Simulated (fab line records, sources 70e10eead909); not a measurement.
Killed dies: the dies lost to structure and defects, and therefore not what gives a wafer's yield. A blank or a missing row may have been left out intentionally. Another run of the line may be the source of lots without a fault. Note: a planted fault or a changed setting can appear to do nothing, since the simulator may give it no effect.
fab line records	flow nand-harc
record lots=6	wafers=18	last-day=32
route steps=1302 shown P_M2@339 P_BONDPAD@351 END@1302
lots with no fault: from the same line, run without faults
start-h: hours from the record's first day to the start of the lot's first wafer shown	wait-h: hours elapsed since this lot's preceding step	" identical to the entry in the row above	L1.1+2: one row covering several wafers at once	- value missing, or start not given	* or withheld: withheld	< > ~ a bound
route shown NAME@n: a module of which the file shows steps, and the number in the route of the first	usual: mean/standard deviation taken from wafers without a fault	same: alike in all rows	chamber/n: place in a boat	sites: the reading at each site	_std_site: the values' standard deviation	_edge_site: outer sites' mean less inner sites'	radius-mm: how far each site lies from the wafer's centre	mask NAME#n: copy n	behind: tool/chamber where the wafer was last shaped	hold: reason for holding the lot/hours on hold/outcome of the hold	device: the transistor (n, p or np) that didn't switch	end of line: at the end of the route, the tests of the same wafers	a step without rows: its recipe alone	killed: the dies lost at the first sort to structure and to defects; this is not the yield of the wafer	map: per-die view of a wafer (x killed, . not killed, _ where there is no die)
set.NAME: the setting that was run; set.NAME@STEP: the one run at that earlier step	model.NAME: the simulator's own value behind a step, which no gauge read
certain route steps with their lots: each step a table, each wafer a row
services: the hour from which a tool's chamber was out of use, counted from the record's first day as start-h (under 0 if before that day), plus the number of hours and why
## steps
# step NHARC_P_M2_PRE_CLEAN_30
# recipe time-s=30	temp-c=280	gas=H2/He
# step NHARC_P_M2_PVD_20
# recipe target-thk-a=50	bias-v=168.6	power-w=15000	chamber-pressure-pa=0.12	time-s=8.06	substrate-temp-c=50	material=TaN
# step NHARC_P_M2_PVD_21
# recipe target-thk-a=300	chamber-pressure-pa=5	power-w=5000	substrate-temp-c=30	time-s=20.49	material=Cu
# usual throttle-valve-pct=30.3/0.97
lot.wafer	tool	chamber	start-h	wait-h	throttle-valve-pct
L960.3	pvd-sputter-02	-	-	-	29.8
L960.1	"	-	"	"	29.6
L960.2	"	-	"	"	29.9
L963.3	pvd-sputter-02	-	-	-	29.9
L963.2	"	-	"	"	30.5
L963.5	"	-	"	"	29.8
L965.1	pvd-sputter-01	-	-	-	29.6
L965.3	"	-	"	"	29.0
L965.5	"	-	"	"	29.7
L966.3	pvd-sputter-02	-	-	-	30.0
L966.4	"	-	"	"	29.8
L966.1	"	-	"	"	30.6
L975.1	pvd-sputter-03	-	-	-	31.3
L975.4	"	-	"	"	31.6
L975.5	"	-	"	"	31.3
L978.3	pvd-sputter-03	-	-	-	31.2
L978.2	"	-	"	"	31.5
L978.1	"	-	"	"	30.4
# step NHARC_P_M2_ECD_22
# recipe target-thk-a=4000	bath-temp-c=25	material=Cu
# step NHARC_P_M2_ANNEAL_31
# recipe temp-c=225	time-s=90
# usual wafer_temp_C_max=226.25/0.3
lot.wafer	tool	chamber	start-h	wait-h	wafer_temp_C_max
L960.1	rtp-anneal-01	0	130.69	0.3	225.98
L960.2	"	0	"	"	225.99
L960.3	"	0	"	"	226.06
L963.2	rtp-anneal-01	0	163.26	0.3	225.84
L963.3	"	0	"	"	225.62
L963.5	"	0	"	"	226.13
L965.1	rtp-anneal-01	0	179.96	0.3	226.66
L965.3	"	0	"	"	226.31
L965.5	"	0	"	"	225.90
L966.1	rtp-anneal-01	0	192.70	-	226.13
L966.3	"	0	"	"	226.34
L966.4	"	0	"	"	226.49
L975.1	rtp-anneal-01	0	279.92	0.3	226.32
L975.4	"	0	"	"	226.03
L975.5	"	0	"	"	226.11
L978.1	rtp-anneal-02	0	321.55	0.3	226.53
L978.2	"	0	"	"	225.95
L978.3	"	0	"	"	226.48
# step NHARC_P_M2_CMP_23
# recipe t-overpolish-s=20	target-thk-nm=144.3
# step NHARC_P_M2_THK_MEAS_24
# recipe thk-meas-gauge=xrf
# usual thk-nm=144.2/1.7
lot.wafer	tool	chamber	start-h	wait-h	thk-nm
L960.1	film-metro-01	-	131.35	-	141.0
L960.2	"	-	"	"	141.7
L960.3	"	-	"	"	145.5
L963.2	film-metro-02	-	163.87	-	146.6
L963.3	"	-	"	"	147.3
L963.5	"	-	"	"	143.0
L965.1	film-metro-02	-	180.63	-	144.9
L965.3	"	-	"	"	142.9
L965.5	"	-	"	"	145.3
L966.1	film-metro-01	-	193.36	-	142.4
L966.3	"	-	"	"	146.6
L966.4	"	-	"	"	144.4
L975.1	film-metro-01	-	280.58	-	141.4
L975.4	"	-	"	"	143.0
L975.5	"	-	"	"	142.6
L978.1	film-metro-02	-	322.23	-	142.7
L978.2	"	-	"	"	144.3
L978.3	"	-	"	"	143.3
# step NHARC_P_M2_SRD_25
# step NHARC_P_M2_INSPECT_27
# usual raw-defect-count=311/110
lot.wafer	tool	chamber	start-h	wait-h	raw-defect-count
L960.1	defect-inspect-01	-	131.51	0.0	268
L960.2	"	-	"	"	308
L960.3	"	-	"	"	332
L963.2	defect-inspect-02	-	164.03	0.0	353
L963.3	"	-	"	"	249
L963.5	"	-	"	"	232
L965.1	defect-inspect-01	-	180.78	0.0	135
L965.3	"	-	"	"	159
L965.5	"	-	"	"	256
L966.1	defect-inspect-01	-	193.51	0.0	203
L966.3	"	-	"	"	145
L966.4	"	-	"	"	164
L975.1	defect-inspect-01	-	280.74	0.0	278
L975.4	"	-	"	"	385
L975.5	"	-	"	"	479
L978.1	defect-inspect-01	-	322.38	0.0	320
L978.2	"	-	"	"	408
L978.3	"	-	"	"	366
# step NHARC_P_M2_PRE_CLEAN_32
# recipe time-s=12	temp-c=370	rf-power-w=300	gas=NH3
# step NHARC_P_M2_DEP_33
# recipe target-thk-a=300	temp-c=370	target-thk-nm=30	pressure-torr=3	flow-sccm=200	rf-w=450	material=SiCN
# step NHARC_P_BONDPAD_DEP_00
# recipe target-thk-a=2500	temp-c=370	target-thk-nm=250	pressure-torr=3	flow-sccm=200	rf-w=450	material=SiCN
# usual heater-power-w=549/87	showerhead-vpp-V=1315/41	susceptor-temp-C=370.01/0.21
lot.wafer	tool	chamber	start-h	wait-h	heater-power-w	showerhead-vpp-V	susceptor-temp-C
L960.1	pecvd-04	1	132.07	-	440	1398	369.93
L960.3	"	2	"	"	542	1255	370.00
L960.2	"	0	"	"	467	1335	370.35
L963.3	pecvd-01	0	164.64	-	439	1359	370.41
L963.2	"	1	"	"	755	1328	369.96
L963.5	"	0	"	"	450	1330	369.97
L965.1	pecvd-01	0	181.35	-	471	1349	370.50
L965.3	"	1	"	"	716	1319	369.86
L965.5	"	1	"	"	729	1310	369.70
L966.1	pecvd-01	1	194.14	-	654	1341	370.19
L966.3	"	0	"	"	462	1371	370.17
L966.4	"	1	"	"	692	1326	370.19
L975.1	pecvd-02	0	281.34	-	661	1295	369.72
L975.5	"	0	"	"	660	1288	369.94
L975.4	"	1	"	"	576	1264	369.72
L978.2	pecvd-04	1	323.30	-	527	1375	369.97
L978.3	"	2	"	"	554	1245	370.04
L978.1	"	0	"	"	482	1329	370.22
# step NHARC_P_BONDPAD_CMP_32
# recipe target-thk-nm=200	material=SiCN
# step NHARC_P_BONDPAD_THK_MEAS_33
# recipe thk-meas-gauge=ellipsometry
# usual thk-nm=200.2/1.7
lot.wafer	tool	chamber	start-h	wait-h	thk-nm
L960.1	film-metro-01	-	132.73	0.1	198.9
L960.2	"	-	"	"	198.6
L960.3	"	-	"	"	201.5
L963.2	film-metro-01	-	165.25	0.2	199.5
L963.3	"	-	"	"	202.1
L963.5	"	-	"	"	200.5
L965.1	film-metro-02	-	182.14	0.2	200.1
L965.3	"	-	"	"	199.3
L965.5	"	-	"	"	199.9
L966.1	film-metro-02	-	194.87	0.2	201.1
L966.3	"	-	"	"	200.4
L966.4	"	-	"	"	202.1
L975.1	film-metro-02	-	281.95	0.2	198.7
L975.4	"	-	"	"	198.9
L975.5	"	-	"	"	196.1
L978.1	film-metro-01	-	323.95	0.2	200.1
L978.2	"	-	"	"	201.6
L978.3	"	-	"	"	201.8
# step NHARC_P_BONDPAD_SRD_34
# step NHARC_P_BONDPAD_DEHYDRATE_01
# recipe temp-c=150	time-s=120
# step NHARC_P_BONDPAD_HMDS_02
# recipe time-s=30
# step NHARC_P_BONDPAD_COAT_36
# recipe temp-c=200	time-s=65
# step NHARC_P_BONDPAD_COAT_03
# recipe spin-rpm=2000	resist-thk-nm=600
# step NHARC_P_BONDPAD_SOFTBAKE_04
# recipe temp-c=125	time-s=70
# step NHARC_P_BONDPAD_EBR_05
# step NHARC_P_BONDPAD_EXPOSE_06
# recipe na=0.55	dose-mj=37.06	mask-id=P_BPAD
# step NHARC_P_BONDPAD_PEB_07
# recipe peb-temp-c=128	peb-time-s=80
# step NHARC_P_BONDPAD_DEVELOP_08
# recipe time-s=50	dev-temp-c=22
# step NHARC_P_BONDPAD_CD_MEAS_09
# recipe target-cd-nm=500	landing-energy-ev=500
# usual cd-nm=500.7/1.9
lot.wafer	tool	chamber	start-h	wait-h	cd-nm
L960.1	cd-sem-01	0	133.29	-	500.6
L960.2	"	0	"	"	499.5
L960.3	"	0	"	"	499.4
L963.2	cd-sem-01	0	165.69	-	498.9
L963.3	"	0	"	"	500.9
L963.5	"	0	"	"	500.3
L965.1	cd-sem-01	0	182.58	-	502.5
L965.3	"	0	"	"	504.1
L965.5	"	0	"	"	506.2
L966.1	cd-sem-02	0	195.43	-	501.1
L966.3	"	0	"	"	497.1
L966.4	"	0	"	"	499.2
L975.1	cd-sem-02	0	282.52	-	498.1
L975.4	"	0	"	"	503.0
L975.5	"	0	"	"	501.8
L978.1	cd-sem-03	0	324.39	-	498.0
L978.2	"	0	"	"	497.6
L978.3	"	0	"	"	500.4
# step NHARC_P_BONDPAD_OVL_MEAS_38
# usual overlay-x-nm=1/6.2	overlay-y-nm=-1/7.7
lot.wafer	tool	chamber	start-h	wait-h	overlay-x-nm	overlay-y-nm
L960.1	overlay-02	-	133.38	-	-3	24
L960.2	"	-	"	"	-3	23
L960.3	"	-	"	"	-3	23
L963.2	overlay-01	-	165.77	-	-5	0
L963.3	"	-	"	"	-5	-1
L963.5	"	-	"	"	-5	-1
L965.1	overlay-02	-	182.67	-	1	-6
L965.3	"	-	"	"	1	-6
L965.5	"	-	"	"	1	-6
L966.1	overlay-02	-	195.52	-	2	-7
L966.3	"	-	"	"	2	-7
L966.4	"	-	"	"	2	-7
L975.1	overlay-01	-	282.61	-	5	5
L975.4	"	-	"	"	6	5
L975.5	"	-	"	"	5	4
L978.1	overlay-01	-	324.48	-	0	3
L978.2	"	-	"	"	-1	3
L978.3	"	-	"	"	-1	3
# step NHARC_P_BONDPAD_HARDBAKE_10
# recipe temp-c=118	time-s=65
# step NHARC_P_BONDPAD_DESCUM_11
# recipe time-s=3	o2-flow-sccm=200	ar-flow-sccm=0	bias-power-w=0	chemistry=O2
# usual drypump-motor-current-A=5.7/0.38	oes-product-au=1.004/0.011	rf-vpp-V=58.0/1	showerhead-plenum-p-Torr=1.96/0.08	throttle-valve-pct=11.309/0.0094
lot.wafer	tool	chamber	start-h	wait-h	drypump-motor-current-A	oes-product-au	rf-hours-counter-h	rf-vpp-V	showerhead-plenum-p-Torr	throttle-valve-pct
L960.1	rie-diel-12	1	133.51	-	5.6	1.014	0.9	57.4	1.95	11.329
L960.3	"	3	"	"	5.8	0.984	0.9	59.4	1.95	11.312
L960.2	"	0	"	"	5.6	0.995	1.0	58.1	2.07	11.323
L963.3	rie-diel-12	2	165.91	-	6.7	0.999	1.1	58.1	2.04	11.328
L963.2	"	3	"	"	5.8	0.984	1.4	59.3	1.95	11.306
L963.5	"	0	"	"	5.6	1.000	-	57.6	2.07	11.327
L965.3	rie-diel-10	1	182.79	-	6.0	1.007	4.1	56.6	1.90	11.318
L965.1	"	2	"	"	5.5	0.992	3.7	57.1	2.05	11.310
L965.5	"	1	"	"	6.0	1.013	-	57.9	1.90	11.302
L966.4	rie-diel-10	3	195.64	-	5.8	1.010	4.2	56.2	1.98	11.298
L966.1	"	1	"	"	6.0	1.021	5.8	59.9	1.90	11.306
L966.3	"	2	"	"	5.4	1.006	5.2	59.6	2.05	11.292
L975.1	rie-diel-01	2	282.74	-	5.9	0.987	3.1	58.4	2.05	11.303
L975.4	"	2	"	"	5.9	0.984	-	58.6	2.05	11.320
L975.5	"	3	"	"	5.1	1.006	-	56.5	1.79	11.303
L978.1	rie-diel-12	2	324.60	-	6.7	1.023	1.4	59.6	2.04	11.301
L978.3	"	0	"	"	5.6	1.011	1.6	57.9	2.06	11.299
L978.2	"	1	"	"	5.6	1.010	1.5	56.8	1.95	11.310
# step NHARC_P_BONDPAD_ETCH_37
# recipe target-depth-a=600	overetch-a=180	time-s=65.91	ion-energy-ev=200	n2-flow-sccm=150	h2-flow-sccm=150	ar-flow-sccm=0	rf-w=400	bias-w=150	chemistry=N2/H2
# step NHARC_P_BONDPAD_ETCH_12
# recipe target-depth-a=2000	time-s=100	chf3-flow-sccm=50	o2-flow-sccm=10	ar-flow-sccm=200	rf-w=500	bias-w=200	chemistry=CHF3/O2
# step NHARC_P_BONDPAD_CD_MEAS_13
# usual cd-nm=500.1/2.1
lot.wafer	tool	chamber	start-h	wait-h	cd-nm
L960.1	cd-sem-01	-	133.88	-	499.4
L960.2	"	-	"	"	498.9
L960.3	"	-	"	"	498.7
L963.2	cd-sem-02	-	166.21	-	498.6
L963.3	"	-	"	"	500.4
L963.5	"	-	"	"	500.9
L965.1	cd-sem-02	-	183.11	-	502.3
L965.3	"	-	"	"	503.4
L965.5	"	-	"	"	505.0
L966.1	cd-sem-02	-	195.96	-	500.4
L966.3	"	-	"	"	495.9
L966.4	"	-	"	"	499.6
L975.1	cd-sem-02	-	283.10	-	498.2
L975.4	"	-	"	"	502.0
L975.5	"	-	"	"	500.7
L978.1	cd-sem-03	-	324.96	-	496.9
L978.2	"	-	"	"	495.8
L978.3	"	-	"	"	500.3
# step NHARC_P_BONDPAD_STRIP_15
# recipe o2-flow-sccm=500	ar-flow-sccm=0	bias-w=0	chemistry=O2
# step NHARC_P_BONDPAD_ETCH_24
# recipe target-depth-a=300	over-etch-frac=0.3	time-s=72.99	ion-energy-ev=150	cf4-flow-sccm=50	n2-flow-sccm=100	ar-flow-sccm=150	rf-w=300	bias-w=100	chemistry=CF4/N2
# step NHARC_P_BONDPAD_STRIP_16
# recipe time-s=600	temp-c=30	chemistry=post-etch-residue-remover
# step NHARC_P_BONDPAD_DEGAS_25
# recipe temp-c=300	time-s=60
# step NHARC_P_BONDPAD_PRE_CLEAN_26
# recipe time-s=30	temp-c=280	gas=H2/He
# step NHARC_P_BONDPAD_PVD_17
# recipe target-thk-a=50	bias-v=168.6	power-w=15000	chamber-pressure-pa=0.12	time-s=8.06	substrate-temp-c=50	material=TaN
# step NHARC_P_BONDPAD_PVD_27
# recipe target-thk-a=300	chamber-pressure-pa=5	power-w=5000	substrate-temp-c=30	time-s=20.49	material=Cu
# usual throttle-valve-pct=30.4/0.92
lot.wafer	tool	chamber	start-h	wait-h	throttle-valve-pct
L960.2	pvd-sputter-03	-	-	-	29.3
L960.3	"	-	"	"	30.7
L960.1	"	-	"	"	31.6
L963.3	pvd-sputter-03	-	-	-	30.7
L963.2	"	-	"	"	31.5
L963.5	"	-	"	"	31.5
L965.3	pvd-sputter-03	-	-	-	31.3
L965.1	"	-	"	"	31.5
L965.5	"	-	"	"	31.3
L966.1	pvd-sputter-02	-	-	-	29.5
L966.3	"	-	"	"	29.7
L966.4	"	-	"	"	30.5
L975.4	pvd-sputter-01	-	-	-	32.2
L975.1	"	-	"	"	29.4
L975.5	"	-	"	"	29.5
L978.3	pvd-sputter-03	-	-	-	31.2
L978.1	"	-	"	"	31.6
L978.2	"	-	"	"	29.8
# step NHARC_P_BONDPAD_ECD_18
# recipe target-thk-a=4000	bath-temp-c=25	material=Cu
# step NHARC_P_BONDPAD_ANNEAL_28
# recipe temp-c=225	time-s=90
# usual wafer_temp_C_max=226.3/0.31
lot.wafer	tool	chamber	start-h	wait-h	wafer_temp_C_max
L960.1	rtp-anneal-01	0	135.24	-	226.0
L960.2	"	0	"	"	226.7
L960.3	"	0	"	"	226.4
L963.2	rtp-anneal-02	0	167.62	0.3	226.4
L963.3	"	0	"	"	226.8
L963.5	"	0	"	"	226.8
L965.1	rtp-anneal-01	0	184.48	-	226.5
L965.3	"	0	"	"	226.5
L965.5	"	0	"	"	226.1
L966.1	rtp-anneal-02	0	197.51	0.5	226.9
L966.3	"	0	"	"	226.5
L966.4	"	0	"	"	226.1
L975.1	rtp-anneal-02	0	284.46	-	226.5
L975.4	"	0	"	"	226.7
L975.5	"	0	"	"	226.6
L978.1	rtp-anneal-01	0	326.32	-	226.5
L978.2	"	0	"	"	226.3
L978.3	"	0	"	"	225.9
# step NHARC_P_BONDPAD_CMP_19
# recipe t-overpolish-s=30	cu-recess-touch-s=16	target-thk-nm=160.81
# step NHARC_END_SORT_01
# recipe temp-c=25
# usual defect-limited-yield=91/3	killed-at-array=55/20	killed-at-other=1.2/1.3	killed-at-periphery=4.0/3	killed-dies=60/21	killed-open=3.2/1.9	killed-short=2.5/1.6
# same gross-dies=677
lot.wafer	tool	chamber	start-h	wait-h	defect-limited-yield[%]	killed-at-array	killed-at-other	killed-at-periphery	killed-dies	killed-open	killed-short
L960.1	prober-02	0	563.82	2.5	88	75	3	4	82	6	4
L960.2	prober-02	0	564.62	2.8	90	61	3	7	71	1	2
L960.3	prober-02	0	565.41	3.1	88	62	1	16	79	3	5
L963.2	prober-02	0	589.51	2.8	96	21	1	4	26	3	4
L963.3	prober-02	0	590.33	3.1	95	31	1	5	37	5	3
L963.5	prober-02	0	591.96	3.8	95	24	0	9	33	4	3
L965.1	prober-02	0	605.95	2.5	82	40	2	77	119	1	4
L965.3	prober-02	0	607.53	3.1	81	51	3	74	128	1	2
L965.5	prober-02	0	609.11	3.7	82	44	0	76	120	6	0
L966.1	prober-01	0	622.95	2.5	80	71	0	65	136	1	2
L966.3	prober-01	0	624.55	3.1	78	76	1	75	152	3	1
L966.4	prober-01	0	625.35	3.4	78	67	0	79	146	1	3
L975.1	prober-02	0	714.68	2.5	92	45	2	4	51	3	2
L975.4	prober-02	0	717.13	3.5	91	55	3	5	63	6	3
L975.5	prober-02	0	717.95	3.8	93	45	1	1	47	3	3
L978.1	prober-02	0	765.04	2.5	88	64	4	10	78	3	2
L978.2	prober-02	0	765.84	2.8	91	51	2	6	59	0	5
L978.3	prober-02	0	766.64	3.1	92	46	3	8	57	3	1
# killed by level:class
L960.1 A_CHANNEL_HOLE_D2:chamber-film-flake=37 A_SLIT:chamber-film-flake=19 A_CONTACT:chamber-film-flake=5 THIN_TSV:chamber-film-flake=3 P_CONTACT:chamber-film-flake=2 P_M2:chamber-film-flake=2 A_CHANNEL_HOLE_D1:chamber-film-flake=2 A_CHANNEL_FILL_D1:geometric-particle:open=1
L960.2 A_CHANNEL_HOLE_D2:chamber-film-flake=30 A_SLIT:chamber-film-flake=19 A_STAIRCASE:chamber-film-flake=5 P_CONTACT:chamber-film-flake=4 A_DECK1_JOINT:chamber-film-flake=3 THIN_TSV:chamber-film-flake=3 P_M2:chamber-film-flake=2 A_CHANNEL_FILL_D1:geometric-particle:short=1
L960.3 A_CHANNEL_HOLE_D2:chamber-film-flake=29 A_SLIT:chamber-film-flake=23 P_CONTACT:chamber-film-flake=8 P_M2:chamber-film-flake=7 A_ONON_D1:geometric-particle:short=2 P_M0:geometric-particle:short=1 A_DECK1_JOINT:geometric-particle:open=1 A_CHANNEL_FILL_D2:geometric-particle:short=1
L963.2 A_CHANNEL_HOLE_D2:chamber-film-flake=10 P_M1:chamber-film-flake=3 A_M0:geometric-particle:open=2 A_SLIT:chamber-film-flake=2 A_CONTACT:chamber-film-flake=2 P_CONTACT:geometric-particle:short=1 A_ONON_D1:geometric-particle:short=1 A_ONON_D1:geometric-particle:open=1
L963.3 A_CHANNEL_HOLE_D2:chamber-film-flake=16 A_SLIT:chamber-film-flake=3 A_CHANNEL_FILL_D2:geometric-particle:short=2 P_GATE:chamber-film-flake=2 P_M1:chamber-film-flake=2 P_M0:geometric-particle:short=1 A_CHANNEL_FILL_D1:geometric-particle:open=1 A_DECK1_JOINT:geometric-particle:open=1
L963.5 A_CHANNEL_HOLE_D2:chamber-film-flake=8 A_CONTACT:chamber-film-flake=4 A_CHANNEL_FILL_D1:geometric-particle:open=3 P_M1:chamber-film-flake=3 A_CHANNEL_HOLE_D1:chamber-film-flake=3 P_GATE:chamber-film-flake=2 P_M0:chamber-film-flake=2 P_M0:geometric-particle:short=1
L965.1 P_BONDPAD:unspecified=76 A_CHANNEL_HOLE_D1:chamber-film-flake=23 A_CHANNEL_HOLE_D2:chamber-film-flake=5 A_M1:chamber-film-flake=4 A_WL_FILL:geometric-particle:short=2 A_WL_FILL:chamber-film-flake=2 A_CONTACT:chamber-film-flake=2 THIN_TSV:chamber-film-flake=2
L965.3 P_BONDPAD:unspecified=74 A_CHANNEL_HOLE_D1:chamber-film-flake=30 A_CHANNEL_HOLE_D2:chamber-film-flake=13 A_M1:chamber-film-flake=3 THIN_TSV:chamber-film-flake=3 A_CHANNEL_FILL_D1:geometric-particle:short=1 A_SGD_CUT:geometric-particle:open=1 A_WL_FILL:geometric-particle:short=1
L965.5 P_BONDPAD:unspecified=73 A_CHANNEL_HOLE_D1:chamber-film-flake=29 A_SLIT:chamber-film-flake=3 P_M0:geometric-particle:open=2 A_DECK1_JOINT:geometric-particle:open=2 A_CHANNEL_FILL_D1:chamber-film-flake=2 A_CHANNEL_HOLE_D2:chamber-film-flake=2 A_CONTACT:chamber-film-flake=2
L966.1 P_BONDPAD:unspecified=63 A_CHANNEL_HOLE_D1:chamber-film-flake=33 A_CHANNEL_HOLE_D2:chamber-film-flake=33 P_M2:geometric-particle:short=1 A_CHANNEL_HOLE_D1:geometric-particle:short=1 A_SGD_CUT:geometric-particle:open=1 P_ZERO_WELL:chamber-film-flake=1 A_STAIRCASE:chamber-film-flake=1
L966.3 P_BONDPAD:unspecified=73 A_CHANNEL_HOLE_D1:chamber-film-flake=39 A_CHANNEL_HOLE_D2:chamber-film-flake=27 A_M0:chamber-film-flake=4 P_ZERO_WELL:chamber-film-flake=2 A_WL_FILL:chamber-film-flake=2 A_CHANNEL_HOLE_D1:geometric-particle:open=1 A_CHANNEL_FILL_D1:geometric-particle:short=1
L966.4 P_BONDPAD:unspecified=75 A_CHANNEL_HOLE_D1:chamber-film-flake=30 A_CHANNEL_HOLE_D2:chamber-film-flake=29 A_M0:chamber-film-flake=3 P_GATE:geometric-particle:short=2 P_ZERO_WELL:chamber-film-flake=2 A_WL_FILL:geometric-particle:short=1 A_WL_FILL:geometric-particle:open=1
L975.1 A_CHANNEL_HOLE_D1:chamber-film-flake=30 P_ZERO_WELL:chamber-film-flake=3 A_CONTACT:chamber-film-flake=3 A_STAIRCASE:chamber-film-flake=2 A_SGD_CUT:chamber-film-flake=2 A_SLIT:chamber-film-flake=2 THIN_TSV:chamber-film-flake=2 P_GATE:geometric-particle:short=1
L975.4 A_CHANNEL_HOLE_D1:chamber-film-flake=34 A_SLIT:chamber-film-flake=7 A_STAIRCASE:chamber-film-flake=3 THIN_TSV:chamber-film-flake=3 A_CHANNEL_FILL_D1:geometric-particle:short=2 P_ZERO_WELL:chamber-film-flake=2 A_CONTACT:chamber-film-flake=2 P_CONTACT:geometric-particle:open=1
L975.5 A_CHANNEL_HOLE_D1:chamber-film-flake=34 A_SLIT:chamber-film-flake=3 A_CHANNEL_HOLE_D1:geometric-particle:short=2 A_STAIRCASE:chamber-film-flake=2 P_M0:geometric-particle:open=1 A_DECK1_JOINT:geometric-particle:open=1 A_SGD_CUT:geometric-particle:short=1 A_CONTACT:geometric-particle:open=1
L978.1 A_SLIT:chamber-film-flake=35 A_CHANNEL_HOLE_D1:chamber-film-flake=11 P_ZERO_WELL:chamber-film-flake=6 A_CONTACT:chamber-film-flake=6 A_STAIRCASE:chamber-film-flake=4 A_WL_FILL:chamber-film-flake=3 P_M2:chamber-film-flake=2 A_CHANNEL_HOLE_D2:chamber-film-flake=2
L978.2 A_SLIT:chamber-film-flake=23 A_CHANNEL_HOLE_D1:chamber-film-flake=11 A_STAIRCASE:chamber-film-flake=5 P_M2:chamber-film-flake=4 A_CONTACT:chamber-film-flake=3 A_DECK1_JOINT:chamber-film-flake=2 HYBRID_BOND:chamber-film-flake=2 A_ONON_D1:geometric-particle:short=1
L978.3 A_SLIT:chamber-film-flake=26 A_CHANNEL_HOLE_D1:chamber-film-flake=9 A_CONTACT:chamber-film-flake=4 P_M2:chamber-film-flake=3 A_DECK1_JOINT:chamber-film-flake=3 HYBRID_BOND:chamber-film-flake=2 P_STI:geometric-particle:open=1 P_GATE:geometric-particle:open=1
# map L965.3 (x killed, . not)
____________.____________
_________......._________
_______..........._______
______.............______
_____...........x..._____
____.................____
____.................____
___.........x.........___
___........xxx.x......___
__............xx.......__
__............x.x......__
_.........xxx..x..x....._
_x.x....xx...x.x........_
_......xxxxxxx.........._
_.......xxxxx..........._
_.....x.xxx..x...x.....x_
.x....x..x.x.............
x.....x...xxxx...........
...x..xxxxxx.............
....x.xxxxxx.............
.....xxxxxxx.............
_...xxxxxxxx.x.........._
_..xxxxxxxxx............_
_....xxxxxxxx..........._
_....xxxxxxxx..........._
_....xxxxxx..x.........._
__...xxxxxx............__
__.....xxxx............__
___....xxx............___
___.....x.............___
____....x......x.....____
____.................____
_____..............._____
______.............______
_______..........._______
_________......._________
____________.____________
# map L966.3 (x killed, . not)
____________.____________
_________......._________
_______..........._______
______.............______
_____...........x..._____
____.................____
____.................____
___....x....x.........___
___........x..........___
__.x......x............__
__.......xx.xx......xxx__
_.x....x..xxx...x..xx..._
_.......x.xxxx...xx.xx.x_
_.......xxxxx.....xxxxxx_
_.......xxxx.xx..x..xx.._
_........xxx.x....xxxxxx_
....x....xxx...xx.xxx.x..
........x.x.x.x.xxxxxxx..
x.....x....xx..xxxxxxx...
...............xxxxxxx...
.x.............xxxxxxx...
_............x.xxxxxxxx._
_.x............xxxxxxxx._
_..............xxxxxxx.._
_...............xxxxxx.._
_..............xxxxxx..._
__.............xx.xx...__
__.................x...__
___...................___
___...................___
____.................____
____.................____
_____.xx............_____
______.............______
_______..........._______
_________......._________
____________.____________
## services
tool	chamber	start-h	hours	kind
pecvd-01	-	107.58	0.7	repair
pvd-sputter-02	-	124.33	2.5	repair
rie-diel-12	2	124.60	9.2	repair
pecvd-01	-	130.00	13.0	pm
pvd-sputter-02	-	145.66	7.6	repair
pecvd-01	2	148.86	11.9	repair
rie-diel-01	0	160.74	2.7	repair
pecvd-01	2	166.98	44.0	repair
pvd-sputter-03	-	170.02	10.0	pm
rie-diel-01	2	182.77	1.2	repair
rie-diel-01	-	203.82	9.0	pm
pecvd-01	0	204.13	18.8	repair
pvd-sputter-01	-	226.02	10.0	pm
pecvd-02	-	227.14	13.0	pm
rie-diel-10	1	227.91	13.4	repair
rie-diel-10	-	242.50	9.0	pm
rie-diel-12	-	268.40	9.0	pm
pecvd-04	-	269.27	13.0	pm
pvd-sputter-02	-	282.00	10.0	pm
pvd-sputter-01	-	294.92	2.3	repair
pecvd-01	1	295.95	13.5	repair
pvd-sputter-02	-	308.60	27.5	repair
rie-diel-12	3	309.12	18.7	repair
pecvd-01	-	311.00	13.0	pm
## key
first-sign step=NHARC_END_SORT_01	reading=killed-at-periphery	direction=up	sigmas=24	usual=4.0	struck=74.3
effect step=NHARC_END_SORT_01	reading=killed-dies	direction=up	sigmas=3.6	usual=60	struck=134
more-kills-born-at NHARC_P_BONDPAD_DEP_00@pecvd-01=434
met-at NHARC_P_BONDPAD_DEP_00
struck-wafers L965.1,L965.3,L965.5,L966.1,L966.3,L966.4
onset-between 164.64 181.35
also-fits NHARC_P_BONDPAD_DESCUM_11:rie-diel-10
fault kind=chamber-particle-source	tool=pecvd-01	chamber=-	onset-h=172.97	steps=NHARC_P_BONDPAD_DEP_00	rate-per-visit-cm2=0.42539	end-h=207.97
